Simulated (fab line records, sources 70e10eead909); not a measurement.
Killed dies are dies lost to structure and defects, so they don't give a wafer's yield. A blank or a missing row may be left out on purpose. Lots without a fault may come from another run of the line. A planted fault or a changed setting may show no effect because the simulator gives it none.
Chamber matching | flow nand_harc | NHARC_A_CHANNEL_FILL_D2_STRIP_28 on rie_diel-08: 4 sister chambers
The step strips in O2, time 20 s. 27 wafers are shown with their chamber, then 12 later ones without.

WAFERS WITH THEIR CHAMBER
wafer  | chamber | showerhead_plenum_p_Torr (Torr) | drypump_motor_current_A (A) | oes_product_au (a.u.)
L074.1 | 0       | 3.76                            | 5.96                        | 1.002
L074.3 | 3       | 3.57                            | 5.58                        | 1.001
L074.6 | 0       | 3.76                            | 5.98                        | 1.001
L077.3 | 1       | 3.74                            | 5.91                        | 0.994
L077.4 | 3       | 3.57                            | 5.58                        | 0.990
L077.6 | 0       | 3.76                            | 5.95                        | 0.986
L078.2 | 2       | 3.30                            | 5.51                        | 1.003
L078.3 | 3       | 3.57                            | 5.59                        | 0.997
L078.5 | 1       | 3.74                            | 5.92                        | 1.001
L079.1 | 2       | 3.30                            | 5.48                        | 0.997
L079.3 | 0       | 3.76                            | 5.94                        | 1.011
L079.6 | 3       | 3.57                            | 5.57                        | 1.014
L080.1 | 2       | 3.30                            | 5.51                        | 0.990
L080.4 | 0       | 3.76                            | 5.95                        | 1.004
L080.6 | 0       | 3.76                            | 5.95                        | 0.993
L082.3 | 1       | 3.74                            | 5.93                        | 0.987
L082.4 | 3       | 3.57                            | 5.58                        | 1.001
L082.6 | 3       | 3.57                            | 5.58                        | 0.997
L083.1 | 2       | 3.30                            | 5.49                        | 0.991
L083.3 | 1       | 3.74                            | 5.91                        | 0.984
L083.5 | 3       | 3.57                            | 5.57                        | 1.007
L086.2 | 3       | 3.57                            | 5.59                        | 1.011
L086.3 | 2       | 3.30                            | 5.48                        | 0.995
L086.6 | 0       | 3.76                            | 5.93                        | 1.019
L087.3 | 1       | 3.73                            | 5.93                        | 0.978
L087.4 | 2       | 3.30                            | 5.48                        | 0.983
L087.6 | 2       | 3.30                            | 5.48                        | 0.982

SIGNATURES (means of the wafers above)
reading                  | chamber 0 | chamber 1 | chamber 2 | chamber 3 | scatter within a chamber
showerhead_plenum_p_Torr | 3.7600    | 3.7380    | 3.3000    | 3.5700    | 0.00187
drypump_motor_current_A  | 5.9514    | 5.9200    | 5.4900    | 5.5800    | 0.0123
oes_product_au           | 1.00229   | 0.98880   | 0.99157   | 1.00225   | 0.00888
Rule: a wafer's distance from a chamber is the root of the sum, over the readings, of the square of ((its reading less the chamber's mean) divided by the reading's scatter). The wafer belongs to the nearest chamber; if the next one is less than 2 further off, it can't be placed. The scatter: the root of (the sum of the squares of (reading less its chamber's mean) over the shown wafers, divided by (wafers less chambers)).

WAFERS WITHOUT THEIR CHAMBER
wafer  | showerhead_plenum_p_Torr (Torr) | drypump_motor_current_A (A) | oes_product_au (a.u.)
L091.2 | 3.75                            | 5.95                        | 1.015
L091.3 | 3.30                            | 5.50                        | 0.992
L091.6 | 3.30                            | 5.50                        | 0.986
L093.3 | 3.73                            | 5.90                        | 0.990
L093.4 | 3.30                            | 5.49                        | 0.997
L093.6 | 3.57                            | 5.55                        | 1.006
L094.1 | 3.57                            | 5.60                        | 1.003
L094.2 | 3.75                            | 5.95                        | 1.015
L094.4 | 3.30                            | 5.48                        | 1.000
L095.2 | 3.75                            | 5.96                        | 1.006
L095.3 | 3.57                            | 5.56                        | 1.002
L095.6 | 3.73                            | 5.91                        | 0.990

WHICH CHAMBER EACH WENT THROUGH
wafer  | from the rows above     | in truth
L091.2 | can't be placed: 0 or 1 | 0
L091.3 | 2                       | 2
L091.6 | 2                       | 2
L093.3 | 1                       | 1
L093.4 | 2                       | 2
L093.6 | 3                       | 3
L094.1 | 3                       | 3
L094.2 | can't be placed: 0 or 1 | 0
L094.4 | 2                       | 2
L095.2 | 0                       | 0
L095.3 | 3                       | 3
L095.6 | 1                       | 1
Placed correctly: 10 of 12. Can't be placed from these rows: 2 (the true chamber is among the candidates in 2). Placed wrongly: 0.
